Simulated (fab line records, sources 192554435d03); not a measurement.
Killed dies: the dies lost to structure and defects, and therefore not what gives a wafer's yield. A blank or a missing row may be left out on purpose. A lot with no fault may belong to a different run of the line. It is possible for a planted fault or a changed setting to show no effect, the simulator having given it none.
Split-lot trial || flow n5_finfet || 39 wafers read across 7 lots, on a route 1938 steps long

## ABOUT THE SPLIT
At N5_SD_EPI_N_EXPOSE_06 (exposes mask SD N BLK, target cd 120 nm), the setting dose_mj was moved away from the recipe's 39.75 on 15 of the 39 wafers read, by -5.6% to +6.4%. The other wafers ran this setting at the recipe's value.

## FROM THE SPLIT TO THE READING: what the file shows between them, 2 steps
- N5_SD_EPI_N_PEB_07: peb time 60 s
- N5_SD_EPI_N_DEVELOP_08: develop time 30 s

## THE READING
cd_nm, in nm, at N5_SD_EPI_N_CD_MEAS_09 (target cd 120 nm). A value of 119.5 nm with a standard deviation of 1.1 nm is what fault-free wafers of this fab line usually give.

{"wafer": "L074.1", "tool, chamber at the split": "arfi_scanner-01, 0", "dose_mj as run": 37.54, "against the recipe": "-5.6%", "cd_nm, nm": 115.6, "against lot-mates on the recipe": -3.3}
{"wafer": "L074.2", "tool, chamber at the split": "arfi_scanner-01, 0", "dose_mj as run": 37.54, "against the recipe": "-5.6%", "cd_nm, nm": 115.1, "against lot-mates on the recipe": -3.8}
{"wafer": "L074.3", "tool, chamber at the split": "arfi_scanner-01, 0", "dose_mj as run": 37.54, "against the recipe": "-5.6%", "cd_nm, nm": 114.8, "against lot-mates on the recipe": -4.1}
{"wafer": "L074.4", "tool, chamber at the split": "arfi_scanner-01, 0", "dose_mj as run": 39.75, "against the recipe": "recipe", "cd_nm, nm": 119.5, "against lot-mates on the recipe": "-"}
{"wafer": "L074.5", "tool, chamber at the split": "arfi_scanner-01, 0", "dose_mj as run": 39.75, "against the recipe": "recipe", "cd_nm, nm": 118.4, "against lot-mates on the recipe": "-"}
{"wafer": "L074.6", "tool, chamber at the split": "arfi_scanner-01, 0", "dose_mj as run": 39.75, "against the recipe": "recipe", "cd_nm, nm": 118.7, "against lot-mates on the recipe": "-"}
{"wafer": "L075.1", "tool, chamber at the split": "arfi_scanner-03, 0", "dose_mj as run": 39.75, "against the recipe": "recipe", "cd_nm, nm": 120.1, "against lot-mates on the recipe": "-"}
{"wafer": "L075.2", "tool, chamber at the split": "arfi_scanner-03, 0", "dose_mj as run": 42.31, "against the recipe": "+6.4%", "cd_nm, nm": 125.9, "against lot-mates on the recipe": "+5.4"}
{"wafer": "L075.3", "tool, chamber at the split": "arfi_scanner-03, 0", "dose_mj as run": 39.75, "against the recipe": "recipe", "cd_nm, nm": 120.9, "against lot-mates on the recipe": "-"}
{"wafer": "L075.4", "tool, chamber at the split": "arfi_scanner-03, 0", "dose_mj as run": 42.31, "against the recipe": "+6.4%", "cd_nm, nm": 125.7, "against lot-mates on the recipe": "+5.2"}
{"wafer": "L075.5", "tool, chamber at the split": "arfi_scanner-03, 0", "dose_mj as run": 39.75, "against the recipe": "recipe", "cd_nm, nm": 120.5, "against lot-mates on the recipe": "-"}
{"wafer": "L075.6", "tool, chamber at the split": "arfi_scanner-03, 0", "dose_mj as run": 42.31, "against the recipe": "+6.4%", "cd_nm, nm": 125.8, "against lot-mates on the recipe": "+5.3"}
{"wafer": "L084.1", "tool, chamber at the split": "arfi_scanner-03, 0", "dose_mj as run": 39.75, "against the recipe": "recipe", "cd_nm, nm": 119.7, "against lot-mates on the recipe": "-"}
{"wafer": "L084.2", "tool, chamber at the split": "arfi_scanner-03, 0", "dose_mj as run": 37.76, "against the recipe": "-5.0%", "cd_nm, nm": 115.3, "against lot-mates on the recipe": -3.9}
{"wafer": "L084.3", "tool, chamber at the split": "arfi_scanner-03, 0", "dose_mj as run": 39.75, "against the recipe": "recipe", "cd_nm, nm": 118.7, "against lot-mates on the recipe": "-"}
{"wafer": "L084.4", "tool, chamber at the split": "arfi_scanner-03, 0", "dose_mj as run": 37.76, "against the recipe": "-5.0%", "cd_nm, nm": 114.9, "against lot-mates on the recipe": -4.3}
{"wafer": "L084.5", "tool, chamber at the split": "arfi_scanner-03, 0", "dose_mj as run": 39.75, "against the recipe": "recipe", "cd_nm, nm": 119.3, "against lot-mates on the recipe": "-"}
{"wafer": "L084.6", "tool, chamber at the split": "arfi_scanner-03, 0", "dose_mj as run": 37.76, "against the recipe": "-5.0%", "cd_nm, nm": 114.3, "against lot-mates on the recipe": -4.9}
{"wafer": "L085.3", "tool, chamber at the split": "arfi_scanner-01, 0", "dose_mj as run": 39.75, "against the recipe": "recipe", "cd_nm, nm": 119.0, "against lot-mates on the recipe": "-"}
{"wafer": "L085.4", "tool, chamber at the split": "arfi_scanner-01, 0", "dose_mj as run": 39.75, "against the recipe": "recipe", "cd_nm, nm": 118.1, "against lot-mates on the recipe": "-"}
{"wafer": "L085.6", "tool, chamber at the split": "arfi_scanner-01, 0", "dose_mj as run": 39.75, "against the recipe": "recipe", "cd_nm, nm": 119.2, "against lot-mates on the recipe": "-"}
{"wafer": "L086.1", "tool, chamber at the split": "arfi_scanner-01, 0", "dose_mj as run": 39.75, "against the recipe": "recipe", "cd_nm, nm": 118.5, "against lot-mates on the recipe": "-"}
{"wafer": "L086.2", "tool, chamber at the split": "arfi_scanner-01, 0", "dose_mj as run": 39.75, "against the recipe": "recipe", "cd_nm, nm": 118.2, "against lot-mates on the recipe": "-"}
{"wafer": "L086.3", "tool, chamber at the split": "arfi_scanner-01, 0", "dose_mj as run": 39.75, "against the recipe": "recipe", "cd_nm, nm": 117.5, "against lot-mates on the recipe": "-"}
{"wafer": "L086.4", "tool, chamber at the split": "arfi_scanner-01, 0", "dose_mj as run": 39.75, "against the recipe": "recipe", "cd_nm, nm": 119.5, "against lot-mates on the recipe": "-"}
{"wafer": "L086.5", "tool, chamber at the split": "arfi_scanner-01, 0", "dose_mj as run": 39.75, "against the recipe": "recipe", "cd_nm, nm": 118.5, "against lot-mates on the recipe": "-"}
{"wafer": "L086.6", "tool, chamber at the split": "arfi_scanner-01, 0", "dose_mj as run": 39.75, "against the recipe": "recipe", "cd_nm, nm": 119.5, "against lot-mates on the recipe": "-"}
{"wafer": "L087.1", "tool, chamber at the split": "arfi_scanner-03, 0", "dose_mj as run": 39.75, "against the recipe": "recipe", "cd_nm, nm": 118.4, "against lot-mates on the recipe": "-"}
{"wafer": "L087.2", "tool, chamber at the split": "arfi_scanner-03, 0", "dose_mj as run": 37.69, "against the recipe": "-5.2%", "cd_nm, nm": 115.6, "against lot-mates on the recipe": -2.7}
{"wafer": "L087.3", "tool, chamber at the split": "arfi_scanner-03, 0", "dose_mj as run": 39.75, "against the recipe": "recipe", "cd_nm, nm": 118.0, "against lot-mates on the recipe": "-"}
{"wafer": "L087.4", "tool, chamber at the split": "arfi_scanner-03, 0", "dose_mj as run": 39.75, "against the recipe": "recipe", "cd_nm, nm": 118.6, "against lot-mates on the recipe": "-"}
{"wafer": "L087.5", "tool, chamber at the split": "arfi_scanner-03, 0", "dose_mj as run": 37.69, "against the recipe": "-5.2%", "cd_nm, nm": 113.4, "against lot-mates on the recipe": -4.9}
{"wafer": "L087.6", "tool, chamber at the split": "arfi_scanner-03, 0", "dose_mj as run": 37.69, "against the recipe": "-5.2%", "cd_nm, nm": 116.3, "against lot-mates on the recipe": -2.0}
{"wafer": "L096.1", "tool, chamber at the split": "arfi_scanner-03, 0", "dose_mj as run": 39.75, "against the recipe": "recipe", "cd_nm, nm": 121.4, "against lot-mates on the recipe": "-"}
{"wafer": "L096.2", "tool, chamber at the split": "arfi_scanner-03, 0", "dose_mj as run": 40.96, "against the recipe": "+3.0%", "cd_nm, nm": 123.1, "against lot-mates on the recipe": "+1.9"}
{"wafer": "L096.3", "tool, chamber at the split": "arfi_scanner-03, 0", "dose_mj as run": 40.96, "against the recipe": "+3.0%", "cd_nm, nm": 123.4, "against lot-mates on the recipe": "+2.2"}
{"wafer": "L096.4", "tool, chamber at the split": "arfi_scanner-03, 0", "dose_mj as run": 40.96, "against the recipe": "+3.0%", "cd_nm, nm": 122.6, "against lot-mates on the recipe": "+1.4"}
{"wafer": "L096.5", "tool, chamber at the split": "arfi_scanner-03, 0", "dose_mj as run": 39.75, "against the recipe": "recipe", "cd_nm, nm": 121.5, "against lot-mates on the recipe": "-"}
{"wafer": "L096.6", "tool, chamber at the split": "arfi_scanner-03, 0", "dose_mj as run": 39.75, "against the recipe": "recipe", "cd_nm, nm": 120.6, "against lot-mates on the recipe": "-"}

FIT RESULTS
A straight line over all 39 wafers: cd_nm changes by +0.911 nm for each +1% of dose_mj; r = +0.94; the points scatter about the line by 1 nm.
The same after taking each lot's own level away (the mean of its wafers on the recipe; 39 wafers): +0.744 nm for each +1%; r = +0.97; scatter 0.66 nm.
Per that fit: largest dose_mj move, reading shift of 4.8 nm.
From 118.33 to 121.17 nm: that is the span of the lots' own levels, equal to 2.6 times the standard deviation above.
Thus the slope moves with the lot-to-lot level: the two fits are different.
Check: +4.73 nm against its lot-mates is what the line predicts for one of the wafers moved furthest among these (+6.4%) when that wafer is left out of the fit. It came out at +5.4 nm against them.

## OTHER SPLITS APPLIED TO THESE WAFERS
Other splits were also applied to these wafers ahead of the reading. Each is held against what the fit with the lots' levels taken away leaves over:
{"other split on the same wafers": "N5_WELL_APT_EXPOSE_05 dose_mj", "wafers away from the commonest value": 15, "r with cd_nm (lot level and that fit taken away)": -0.30}
{"other split on the same wafers": "N5_WELL_APT_IMPLANT_15 energy_kev", "wafers away from the commonest value": 18, "r with cd_nm (lot level and that fit taken away)": "+0.23"}
{"other split on the same wafers": "N5_WELL_APT_EPI_41 target_thk_a", "wafers away from the commonest value": 18, "r with cd_nm (lot level and that fit taken away)": -0.01}
{"other split on the same wafers": "N5_DUMMY_GATE_EXPOSE_12 dose_mj", "wafers away from the commonest value": 9, "r with cd_nm (lot level and that fit taken away)": -0.18}

## THE WHOLE CHAIN: every reading that the file lists as answering this split, in the file's order
{"step": "N5_SD_EPI_N_CD_MEAS_09", "what it does": "target cd 120 nm", "reading": "cd_nm", "change (the file's fit)": "+0.74 nm for each +1% of the setting", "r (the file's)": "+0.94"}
{"step": "N5_SD_EPI_N_DESCUM_14", "what it does": "chemistry O2, time 7.9 s", "reading": "SD_EPI_N.cd_nm (the simulator's own value, which no gauge read)", "change (the file's fit)": "+0.701 nm for each +1% of the setting", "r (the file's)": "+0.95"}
{"step": "N5_SD_EPI_N_ETCH_34", "what it does": "etches SiARC in CF4, target depth 45.5 nm, time 75.8 s", "reading": "SD_EPI_N.cd_nm (the simulator's own value, which no gauge read)", "change (the file's fit)": "+0.72 nm for each +1% of the setting", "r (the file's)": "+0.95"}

## THE FILE'S OWN FIT
cd_nm changes by +0.74 nm for each +1% of dose_mj, r = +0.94.
